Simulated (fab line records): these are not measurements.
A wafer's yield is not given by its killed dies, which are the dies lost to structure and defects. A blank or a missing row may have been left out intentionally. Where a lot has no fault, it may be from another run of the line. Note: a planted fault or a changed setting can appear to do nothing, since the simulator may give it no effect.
Chamber matching    flow n5Finfet    N5_BEOL_M3_ETCH_69 on rieDiel-03: 4 sister chambers
The step etches SiARC in CF4, target depth 15.6 nm, time 26 s. 4 wafers are shown with their chamber, then 12 later ones without.

WAFERS PAIRED WITH THEIR CHAMBERS
wafer   chamber  showerheadPlenumPTorr (Torr)
L086.3  0        2.16
L086.5  3        2.22
L089.1  1        2.13
L089.5  2        2.04

WAFERS WHOSE CHAMBER IS MISSING
wafer   showerheadPlenumPTorr (Torr)
L091.2  2.04
L091.3  2.16
L091.6  2.16
L094.1  2.16
L094.5  2.21
L094.6  2.16
L096.2  2.21
L096.4  2.21
L096.6  2.16
L097.3  2.29
L097.5  2.16
L097.6  2.21

CHAMBER TAKEN BY EACH
wafer    from the rows above       in truth
L091.2   2                         2
L091.3   can't be placed: 0 or 1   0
L091.6   can't be placed: 0 or 1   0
L094.1   can't be placed: 0 or 1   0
L094.5   can't be placed: 3 or 0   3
L094.6   can't be placed: 0 or 1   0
L096.2   can't be placed: 3 or 0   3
L096.4   can't be placed: 3 or 0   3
L096.6   can't be placed: 0 or 1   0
L097.3   3                         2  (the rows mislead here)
L097.5   can't be placed: 0 or 1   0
L097.6   can't be placed: 3 or 0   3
Correctly placed: 1 of 12. Not placeable from these rows: 10 (in 10, the candidates include the true chamber). 1 placed wrongly.
How it was worked out, from the rows above alone: a wafer's distance from a chamber is the root of the sum, over the readings, of the square of ((its reading less the chamber's mean) divided by the reading's scatter). The wafer belongs to the nearest chamber; if the next one is less than 2 further off, it can't be placed. For every chamber, the mean is computed from those of its wafers that are shown. The scatter (one wafer shown for each chamber): square how far every hidden wafer sits from the nearest shown wafer, average those squares and take the square root.
